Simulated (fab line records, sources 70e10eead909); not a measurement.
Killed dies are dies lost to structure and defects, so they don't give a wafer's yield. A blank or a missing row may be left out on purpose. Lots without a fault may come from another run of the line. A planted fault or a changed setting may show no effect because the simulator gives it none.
fab line records | flow nand_harc
record lots=6 wafers=18 last_day=32
route steps=1302 shown A_DECK1_JOINT@535 A_ONON_D2@545
lots that met no fault: from a run of the same line without faults
start_h: hours from the record's first day to the start of the lot's first wafer shown | wait_h: hours since the lot's step before | " the same as in the row above | L1.1+2: a row that stands for several wafers | - no value, or no start given | * or withheld: withheld | < > ~ a bound
route shown NAME@n: a module of which the file shows steps, and the number in the route of the first | usual: mean/standard deviation of fault-free wafers | same: alike in all rows | chamber/n: place in a boat | sites: the reading at each site | _std_site: their standard deviation | _edge_site: outer sites' mean less inner sites' | radius_mm: how far each site lies from the wafer's centre | mask NAME#n: copy n | behind: the tool/chamber that last shaped the wafer | hold: why the lot was held/for how many hours/how that ended | device: the transistor (n, p or np) that didn't switch | end of line: the same wafers' tests at the end of the route | a step without rows: its recipe alone | killed: dies lost to structure and defects at the first sort, not the wafer's yield | map: a wafer's dies, x killed, . not, _ none there
set.NAME: the setting as run; set.NAME@STEP: as run at that earlier step | model.NAME: the simulator's own value behind a step, which no gauge read
lots at some steps of the route; a table a step, a row a wafer
services: from which hour (start_h, from the record's first day; less than 0 if before it) a tool's chamber was out of use, for how many hours, and why
## steps
# step NHARC_A_DECK1_JOINT_CURE_26
# recipe temp_c=150 time_s=32 pressure_atm=0.395
# step NHARC_A_DECK1_JOINT_ANNEAL_27
# recipe temp_c=400 time_s=3600 idle_temp_c=300 ramp_up_c_per_min=10 densification_p_h2o_torr=640
# step NHARC_A_DECK1_JOINT_ANNEAL_28
# recipe temp_c=500 time_s=1800 idle_temp_c=400 ramp_up_c_per_min=10 densification_p_h2o_torr=640
# step NHARC_A_DECK1_JOINT_ANNEAL_29
# recipe temp_c=750 time_s=1800 idle_temp_c=500 ramp_up_c_per_min=10 ramp_down_c_per_min=3
# step NHARC_A_DECK1_JOINT_CMP_02
# recipe material=SiOx
# usual motor_current_A=11.7/1.1
# columns lot.wafer tool chamber start_h wait_h motor_current_A
L144.3 cmp-01 3 283.87 0.4 13.6
L144.2 " 0 " " 11.3
L144.5 " 3 " " 14.9
L143.1 cmp-03 3 308.47 0.4 11.9
L143.2 " 1 " " 11.7
L143.6 " 0 " " 11.4
L160.3 cmp-03 3 441.08 0.4 11.6
L160.2 " 0 " " 11.2
L160.1 " 1 " " 11.6
L161.1 cmp-01 2 464.28 0.4 10.3
L161.3 " 0 " " 11.6
L161.6 " 2 " " 10.7
L162.3 cmp-02 2 464.36 0.4 11.8
L162.6 " 3 " " 10.9
L162.5 " 0 " " 12.2
L163.4 cmp-02 2 473.61 0.4 11.8
L163.6 " 0 " " 12.0
L163.5 " 1 " " 10.3
# step NHARC_A_DECK1_JOINT_SRD_15
# step NHARC_A_DECK1_JOINT_DEP_16
# recipe target_thk_a=450 temp_c=400 pressure_torr=6.5 rf_w=900 teos_flow_sccm=161.4 flow_sccm=2650 target_thk_nm=45 gas=O2 material=SiO2
# usual heater_power_w=555/60 throttle_valve_pct=15.6/0.39
# columns lot.wafer tool chamber start_h wait_h heater_power_w since_wet_clean_h throttle_valve_pct
L144.2 pecvd-01 0 284.23 0.1 659 165 15.7
L144.3 " 2 " " 478 165 15.9
L144.5 " 0 " " 512 - 15.6
L143.1 pecvd-01 1 308.86 0.1 557 9 15.1
L143.2 " 2 " " 493 9 16.0
L143.6 " 1 " " 570 - 15.0
L160.1 pecvd-03 1 441.44 0.1 606 82 16.1
L160.3 " 2 " " 490 82 15.4
L160.2 " 0 " " 626 82 15.0
L161.1 pecvd-02 1 464.67 0.1 442 67 15.1
L161.3 " 0 " " 696 67 15.9
L161.6 " 1 " " 441 - 15.4
L162.3 pecvd-03 1 464.67 0.1 522 105 16.0
L162.6 " 1 " " 524 - 16.0
L162.5 " 0 " " 628 - 15.0
L163.6 pecvd-03 0 474.04 0.2 539 - 15.1
L163.5 " 1 " " 586 - 15.9
L163.4 " 2 " " 450 - 15.4
# step NHARC_A_DECK1_JOINT_THK_MEAS_17
# recipe thk_meas_gauge=ellipsometry
# usual thk_nm=44.8/1.2
# columns lot.wafer tool chamber start_h wait_h thk_nm
L144.2 film_metro-01 - 284.51 0.3 46.5
L144.3 " - " " 43.7
L144.5 " - " " 46.2
L143.1 film_metro-01 - 309.23 0.3 43.9
L143.2 " - " " 43.6
L143.6 " - " " 45.2
L160.1 film_metro-02 - 441.72 0.3 44.7
L160.2 " - " " 45.7
L160.3 " - " " 46.2
L161.1 film_metro-02 - 464.95 0.3 45.3
L161.3 " - " " 44.1
L161.6 " - " " 44.7
L162.3 film_metro-01 - 464.95 0.3 44.5
L162.5 " - " " 45.1
L162.6 " - " " 45.7
L163.4 film_metro-02 - 474.24 0.1 46.1
L163.5 " - " " 45.2
L163.6 " - " " 42.9
# step NHARC_A_DECK1_JOINT_INSPECT_05
# usual raw_defect_count=312/100
# columns lot.wafer tool chamber start_h wait_h raw_defect_count
L144.2 defect_inspect-02 - 284.55 0.0 729
L144.3 " - " " 490
L144.5 " - " " 537
L143.1 defect_inspect-01 - 309.27 0.0 224
L143.2 " - " " 230
L143.6 " - " " 318
L160.1 defect_inspect-02 - 441.76 0.0 212
L160.2 " - " " 236
L160.3 " - " " 381
L161.1 defect_inspect-02 - 464.98 0.0 360
L161.3 " - " " 593
L161.6 " - " " 470
L162.3 defect_inspect-01 - 464.99 0.0 429
L162.5 " - " " 280
L162.6 " - " " 235
L163.4 defect_inspect-02 - 474.27 0.0 395
L163.5 " - " " 274
L163.6 " - " " 206
# step NHARC_A_ONON_D2_DEP_00
# recipe target_thk_a=10000 n2_flow_sccm=2750 n2o_flow_sccm=2000 nh3_flow_sccm=500 sih4_flow_sccm=210 temp_c=400
# step NHARC_A_ONON_D2_THK_MEAS_02
# recipe thk_meas_gauge=ellipsometry
# usual thk_nm=997/11
# columns lot.wafer tool chamber start_h wait_h thk_nm
L144.2 film_metro-01 - 285.13 - 999
L144.3 " - " " 997
L144.5 " - " " 998
L143.1 film_metro-01 - 309.84 - 999
L143.2 " - " " 996
L143.6 " - " " 997
L160.1 film_metro-01 - 442.34 - 1002
L160.2 " - " " 1004
L160.3 " - " " 1002
L161.1 film_metro-02 - 465.56 - 991
L161.3 " - " " 990
L161.6 " - " " 990
L162.3 film_metro-01 - 465.57 - 980
L162.5 " - " " 980
L162.6 " - " " 980
L163.4 film_metro-01 - 474.85 - 1006
L163.5 " - " " 1007
L163.6 " - " " 1006
# step NHARC_A_ONON_D2_DEP_03
# recipe target_thk_a=10000 n2_flow_sccm=2750 n2o_flow_sccm=2000 nh3_flow_sccm=500 sih4_flow_sccm=210 temp_c=400
# columns lot.wafer tool chamber start_h wait_h
L144.2+3+5 pecvd_onon-04 0 285.24 0.1
L143.1+2+6 pecvd_onon-02 0 309.90 0.1
L160.1+2+3 pecvd_onon-04 0 442.39 0.1
L161.1+3+6 pecvd_onon-04 0 465.61 0.1
L162.3+5+6 pecvd_onon-02 0 465.74 0.2
L163.4+5+6 pecvd_onon-02 0 475.21 0.4
# step NHARC_A_ONON_D2_THK_MEAS_05
# recipe thk_meas_gauge=ellipsometry
# usual thk_nm=997/9.9
# columns lot.wafer tool chamber start_h wait_h thk_nm
L144.2 film_metro-02 - 285.69 - 1018
L144.3 " - " " 1017
L144.5 " - " " 1019
L143.1 film_metro-02 - 310.41 - 983
L143.2 " - " " 983
L143.6 " - " " 984
L160.1 film_metro-01 - 442.90 - 957
L160.2 " - " " 957
L160.3 " - " " 959
L161.1 film_metro-02 - 466.12 - 956
L161.3 " - " " 957
L161.6 " - " " 957
L162.3 film_metro-01 - 466.13 - 1001
L162.5 " - " " 1001
L162.6 " - " " 1001
L163.4 film_metro-01 - 475.55 - 1006
L163.5 " - " " 1005
L163.6 " - " " 1005
# step NHARC_A_ONON_D2_DEP_06
# recipe target_thk_a=10000 n2_flow_sccm=2750 n2o_flow_sccm=2000 nh3_flow_sccm=500 sih4_flow_sccm=210 temp_c=400
## services
# columns tool chamber start_h hours kind
cmp-02 - 263.66 2.1 repair
cmp-03 - 276.59 0.9 repair
pecvd_onon-04 - 287.19 13.0 pm
pecvd-01 - 287.26 13.0 pm
pecvd-01 0 306.40 10.8 repair
cmp-02 - 306.58 4.0 pm
pecvd-01 - 320.91 0.9 repair
cmp-03 - 334.14 4.0 pm
pecvd-01 - 334.89 3.2 repair
cmp-01 - 341.52 3.5 repair
pecvd_onon-02 - 342.00 13.0 pm
pecvd-03 - 346.85 13.0 pm
cmp-01 - 357.50 4.0 pm
cmp-03 - 365.41 0.4 repair
pecvd-02 - 384.66 13.0 pm
pecvd-03 2 392.30 4.0 repair
cmp-02 - 404.58 4.0 pm
pecvd-03 - 424.43 0.6 repair
cmp-03 - 432.14 4.0 pm
pecvd_onon-04 - 450.25 0.2 repair
cmp-01 - 455.50 4.0 pm
pecvd_onon-04 - 468.19 13.0 pm
pecvd-01 - 468.26 13.0 pm
cmp-01 - 473.57 0.5 repair
## key
first_sign step=NHARC_A_ONON_D2_THK_MEAS_05 reading=thk_nm direction=down sigmas=4 usual=997 struck=957
effect none on later readings
met_at NHARC_A_ONON_D2_DEP_03
struck_wafers L160.1,L160.2,L160.3,L161.1,L161.3,L161.6
later_rows_left_out L160.1,L160.2,L160.3,L161.1,L161.3,L161.6
sort_left_out L160.1,L160.2,L160.3,L161.1,L161.3,L161.6
tester_left_out L160,L161
onset_between 285.24 442.39
fault kind=process_parameter_drift tool=pecvd_onon-04 chamber=- onset_h=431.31 steps=NHARC_A_ONON_D2_DEP_03 channel=target_thk_a offset=* shape=step end_h=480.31 acts_in=* stated=*
# tester_left_out: of these lots the tester's yield and bins aren't shown, on N5 and GAA mostly nor the transistor test; their killed dies are dies lost to structure and defects alone, not to doping, threshold or leakage, so they don't give the yield
# sort_left_out: the simulated sort isn't trusted on such a fault, so these wafers' sort isn't shown, and their yield isn't known
# later_rows_left_out: the simulator's readings of these wafers behind a module that went badly wrong aren't trusted and aren't shown, but for the sort
